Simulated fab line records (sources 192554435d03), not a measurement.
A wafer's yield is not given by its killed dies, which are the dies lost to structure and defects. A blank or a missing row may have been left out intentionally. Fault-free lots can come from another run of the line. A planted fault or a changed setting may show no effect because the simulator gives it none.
Matching of chambers / flow n5 finfet / ald metal-04 running N5_BEOL_M1_ALD_84: 4 sister chambers
The step deposits TaN, pulse time 2 s, purge time 3 s, co reactant purge time 2 s. 8 wafers are shown with their chamber, then 10 later ones without.

== WAFERS, EACH WITH ITS CHAMBER ==
wafer=L082.5; chamber=0; heater power w (W)=398; precursor vessel carrier sccm (sccm)=997
wafer=L082.6; chamber=2; heater power w (W)=406; precursor vessel carrier sccm (sccm)=995
wafer=L083.3; chamber=2; heater power w (W)=405; precursor vessel carrier sccm (sccm)=1001
wafer=L088.1; chamber=3; heater power w (W)=442; precursor vessel carrier sccm (sccm)=1000
wafer=L088.2; chamber=1; heater power w (W)=448; precursor vessel carrier sccm (sccm)=1000
wafer=L088.5; chamber=3; heater power w (W)=465; precursor vessel carrier sccm (sccm)=1001
wafer=L091.1; chamber=0; heater power w (W)=388; precursor vessel carrier sccm (sccm)=1001
wafer=L091.3; chamber=1; heater power w (W)=448; precursor vessel carrier sccm (sccm)=998

== WAFERS WHOSE CHAMBER IS MISSING ==
wafer=L091.6; heater power w (W)=455; precursor vessel carrier sccm (sccm)=997
wafer=L093.3; heater power w (W)=400; precursor vessel carrier sccm (sccm)=1000
wafer=L093.4; heater power w (W)=442; precursor vessel carrier sccm (sccm)=1001
wafer=L093.5; heater power w (W)=452; precursor vessel carrier sccm (sccm)=1001
wafer=L096.1; heater power w (W)=411; precursor vessel carrier sccm (sccm)=1001
wafer=L096.2; heater power w (W)=446; precursor vessel carrier sccm (sccm)=1005
wafer=L096.6; heater power w (W)=404; precursor vessel carrier sccm (sccm)=997
wafer=L095.1; heater power w (W)=408; precursor vessel carrier sccm (sccm)=998
wafer=L095.2; heater power w (W)=395; precursor vessel carrier sccm (sccm)=992
wafer=L095.5; heater power w (W)=456; precursor vessel carrier sccm (sccm)=997

== CHAMBER TAKEN BY EACH ==
wafer=L091.6; from the rows above=can't be placed: 1 or 3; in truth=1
wafer=L093.3; from the rows above=can't be placed: 0 or 2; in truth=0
wafer=L093.4; from the rows above=can't be placed: 1 or 3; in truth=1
wafer=L093.5; from the rows above=can't be placed: 3 or 1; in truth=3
wafer=L096.1; from the rows above=can't be placed: 2 or 0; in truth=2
wafer=L096.2; from the rows above=can't be placed: 3 or 1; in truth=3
wafer=L096.6; from the rows above=can't be placed: 2 or 0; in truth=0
wafer=L095.1; from the rows above=can't be placed: 2 or 0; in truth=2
wafer=L095.2; from the rows above=can't be placed: 2 or 0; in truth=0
wafer=L095.5; from the rows above=can't be placed: 1 or 3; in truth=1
Placed correctly: 0 of 10. These rows do not allow placing 10 (true chamber among the candidates in 10). 0 placed wrongly.
How it was worked out, from the rows above alone: a wafer's distance from a chamber is the root of the sum, over the readings, of the square of ((its reading less the chamber's mean) divided by the reading's scatter). If the next closest chamber is less than 2 further off than the closest, the wafer can't be placed; otherwise it belongs to the closest. A chamber's mean is the mean of its shown wafers. The scatter: the root of (the sum of the squares of (reading less its chamber's mean) over the shown wafers, divided by (wafers less chambers)).
